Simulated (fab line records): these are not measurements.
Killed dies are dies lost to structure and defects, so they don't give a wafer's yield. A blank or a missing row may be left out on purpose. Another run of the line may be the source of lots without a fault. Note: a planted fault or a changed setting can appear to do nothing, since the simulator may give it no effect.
Chamber matching ; flow nand_harc ; NHARC_A_M1_ETCH_35 on rie_diel-06 has 4 sister chambers
The step etches the open film in N2/H2, target depth 40 nm, overetch 12 nm, time 43.94 s. 14 wafers are shown with their chamber, then 7 later ones without.

## EACH WAFER AND ITS CHAMBER
wafer;chamber;drypump_motor_current_A (A);rf_vpp_V (V);oes_product_au (a.u.)
L081.4;3;5.9;426.3;0.993
L081.5;0;6.0;427.5;0.991
L081.6;1;5.9;434.3;0.997
L083.2;2;6.6;428.9;1.002
L083.4;3;5.9;428.5;0.982
L083.6;2;6.6;429.1;0.998
L085.3;3;5.9;428.8;0.992
L085.4;2;6.6;428.5;1.003
L085.6;3;5.9;427.4;0.988
L084.1;3;5.9;426.0;0.981
L084.2;1;5.9;435.3;0.995
L084.4;0;6.1;429.9;0.990
L087.2;0;6.1;428.2;0.994
L087.3;3;5.9;426.3;0.988

SIGNATURES (averages over the wafers above)
reading;chamber 0;chamber 1;chamber 2;chamber 3;scatter within a chamber
drypump_motor_current_A;6.067;5.900;6.600;5.900;0.0258
rf_vpp_V;428.533;434.800;428.833;427.217;1.05
oes_product_au;0.99167;0.99600;1.00100;0.98733;0.00385
Rule: for a wafer and a chamber, the distance is found by dividing, reading by reading, the gap between the wafer's reading and the chamber's mean by the reading's scatter, squaring, summing and taking the root. The wafer belongs to the nearest chamber; if the next one is less than 2 further off, it can't be placed. The scatter: the root of (the sum of the squares of (reading less its chamber's mean) over the shown wafers, divided by (wafers less chambers)).

## WAFERS WITH NO CHAMBER GIVEN
wafer;drypump_motor_current_A (A);rf_vpp_V (V);oes_product_au (a.u.)
L087.6;5.9;433.7;0.986
L091.2;6.1;427.9;0.992
L091.4;5.9;426.6;1.001
L091.6;5.9;426.6;1.006
L093.1;6.1;427.6;0.997
L093.2;6.6;429.5;1.003
L093.4;5.9;434.4;1.003

## WHICH CHAMBER EACH ONE RAN IN
wafer;from the rows above;in truth
L087.6;1;1
L091.2;0;0
L091.4;3;3
L091.6;3;3
L093.1;0;0
L093.2;2;2
L093.4;1;1
Placed correctly: 7 of 7. From these rows, 0 cannot be placed. Wrongly placed: 0.
